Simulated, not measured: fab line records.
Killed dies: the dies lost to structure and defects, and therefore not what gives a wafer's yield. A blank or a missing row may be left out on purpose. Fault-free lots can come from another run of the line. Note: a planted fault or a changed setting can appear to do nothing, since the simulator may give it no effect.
One fault seen from 3 desks	flow nand harc	each desk has only its own numbers; what lay behind them comes last

THE DEFECT DESK
Inspection counts along the route, by lot: the mean over sampled wafers that carry a number. Any lot whose mean is over 4 standard deviations away from the usual mean is out of limits and marked OUT; that distance is given in the brackets.
Columns: A = raw defect count at NHARC_HYBRID_BOND_INSPECT_06, usual 93
lot	first seen here	A
L355	day 24 08:48	109
L356	day 24 13:10	117
L361	day 26 02:19	154
L359	day 26 09:10	161
L364	day 27 18:58	95
L366	day 28 09:32	45
L367	day 29 14:19	109
L369	day 29 23:19	122
L374	day 31 11:04	95
L373	day 31 17:40	80
L376	day 32 22:58	33
L375	day 33 09:31	47
L377	day 33 13:48	152
This desk's finding: nothing out of limits on any of the 13 lots.

DESK OF THE TOOL OWNER: rie diel-02
The tool's own readings at NHARC_THIN_TSV_ETCHBACK_48 (etches the open film in C4F8/Ar, target depth 1028.5 nm, time 405.17 s): means of the sampled wafers that have a number, for each lot that ran on this tool. Any lot whose mean is over 4 standard deviations away from the usual mean is out of limits and marked OUT; that distance is given in the brackets.
Columns: A = oes product au at NHARC_THIN_TSV_ETCHBACK_48, usual 0.931 a.u.; B = rf fwd power W at NHARC_THIN_TSV_ETCHBACK_48, usual 598.6 W; C = rf vpp V at NHARC_THIN_TSV_ETCHBACK_48, usual 547 V
lot	first seen here	A	B	C
L359	day 26 15:11	0.921	599.8	551
L364	day 28 01:17	0.951	599.3	552
L366	day 28 14:35	0.955	599.2	551
L367	day 29 19:15	0.931	595.9	550
L369	day 30 04:13	0.911	598.2	550
L377	day 34 20:14	0.917	598.4	551
This desk's finding: nothing out of limits on any of the 6 lots.

THE METROLOGY DESK
What the gauges read, lot by lot, whatever tool the lot ran on: means of the sampled wafers that have a number. Any lot whose mean is over 4 standard deviations away from the usual mean is out of limits and marked OUT; that distance is given in the brackets.
Columns: A = cd nm at NHARC_A_BONDPAD_CD_MEAS_09, usual 500.9 nm
lot	first seen here	A
L355	day 23 20:31	501.4
L356	day 24 02:49	500.5
L361	day 25 14:00	500.8
L359	day 25 22:41	500.1
L364	day 27 04:08	499.4
L366	day 27 19:13	500.2
L367	day 29 01:34	500.4
L369	day 29 09:00	500.2
L374	day 30 21:47	500.1
L373	day 31 04:59	500.9
L376	day 32 10:46	501.1
L375	day 32 21:14	502.4
L377	day 33 00:50	501.5
This desk's finding: nothing out of limits on any of the 13 lots.

ALL TOGETHER
Nothing the defect desk looked at was out of limits.
Nothing out of limits was seen by the tool owner's desk.
From the metrology desk's view, nothing was out of limits.

WHAT WAS PUT IN BY THE SIMULATOR
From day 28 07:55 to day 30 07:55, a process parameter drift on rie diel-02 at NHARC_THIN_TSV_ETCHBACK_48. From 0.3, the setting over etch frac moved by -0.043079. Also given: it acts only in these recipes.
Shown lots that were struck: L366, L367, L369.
